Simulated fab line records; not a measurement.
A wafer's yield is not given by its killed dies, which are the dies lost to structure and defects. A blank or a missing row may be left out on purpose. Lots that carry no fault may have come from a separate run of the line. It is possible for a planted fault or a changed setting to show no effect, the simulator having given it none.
One fault seen from 3 desks + flow n5-finfet + what lay behind the numbers comes last; until then each desk has only its own

## METROLOGY DESK
Lot by lot, what the gauges showed, no matter which tool ran the lot: averages of those sampled wafers that carry a number. If a lot's mean is further than 4 standard deviations from the usual mean, the lot is out of limits and carries the mark OUT (the distance appears in the brackets).
Columns: A = M2_RS at N5_BEOL_M2_RS_MEAS_58, usual 0.67 ohm/sq; B = M3_ILD_THK at N5_BEOL_M3_THK_MEAS_01, usual 78.9 nm
| lot  | first seen here | A    | B    |
|------|-----------------|------|------|
| L546 | day 7 10:14     | 0.68 | 79.1 |
| L549 | day 7 17:34     | 0.68 | 79.9 |
| L556 | day 10 11:30    | 0.65 | 78.9 |
| L562 | day 11 19:17    | 0.70 | 79.1 |
| L565 | day 12 15:07    | 0.65 | 78.9 |
Finding of this desk: none of the 5 lots has anything out of limits.

## FOR THE TOOL OWNER'S DESK: pvd-sputter-02
The tool's own readings at N5_BEOL_M2_SPUTTER_88 (material Cu, target thk 4.5 nm, time 8.29 s): means of the sampled wafers that have a number, for each lot that ran on this tool. If a lot's mean is further than 4 standard deviations from the usual mean, the lot is out of limits and carries the mark OUT (the distance appears in the brackets).
Columns: A = chamber-pressure-pa at N5_BEOL_M2_SPUTTER_88, usual 0.07001 Pa; B = substrate-temp-c at N5_BEOL_M2_SPUTTER_88, usual -19.98 C; C = throttle-valve-pct at N5_BEOL_M2_SPUTTER_88, usual 30.0 %
| lot  | first seen here | A       | B      | C    |
|------|-----------------|---------|--------|------|
| L549 | day 7 15:41     | 0.06992 | -20.13 | 29.7 |
| L556 | day 10 09:34    | 0.07006 | -19.93 | 29.9 |
Finding of this desk: none of the 2 lots has anything out of limits.

## THE DEFECT DESK
For each lot, the counts of the inspections along the route, averaged over the sampled wafers that have a number. If a lot's mean is further than 4 standard deviations from the usual mean, the lot is out of limits and carries the mark OUT (the distance appears in the brackets).
Columns: A = raw-defect-count at N5_BEOL_M2_INSPECT_59, usual 69
| lot  | first seen here | A  |
|------|-----------------|----|
| L546 | day 7 10:16     | 81 |
| L549 | day 7 17:35     | 89 |
| L556 | day 10 11:32    | 52 |
| L562 | day 11 19:19    | 63 |
| L565 | day 12 15:08    | 72 |
Finding of this desk: none of the 5 lots has anything out of limits.

## ALL TOGETHER
Metrology desk: nothing out of limits seen.
The tool owner's desk saw nothing out of limits.
No out-of-limits result turned up at the defect desk.

## WHAT THE SIMULATOR HAD PUT IN
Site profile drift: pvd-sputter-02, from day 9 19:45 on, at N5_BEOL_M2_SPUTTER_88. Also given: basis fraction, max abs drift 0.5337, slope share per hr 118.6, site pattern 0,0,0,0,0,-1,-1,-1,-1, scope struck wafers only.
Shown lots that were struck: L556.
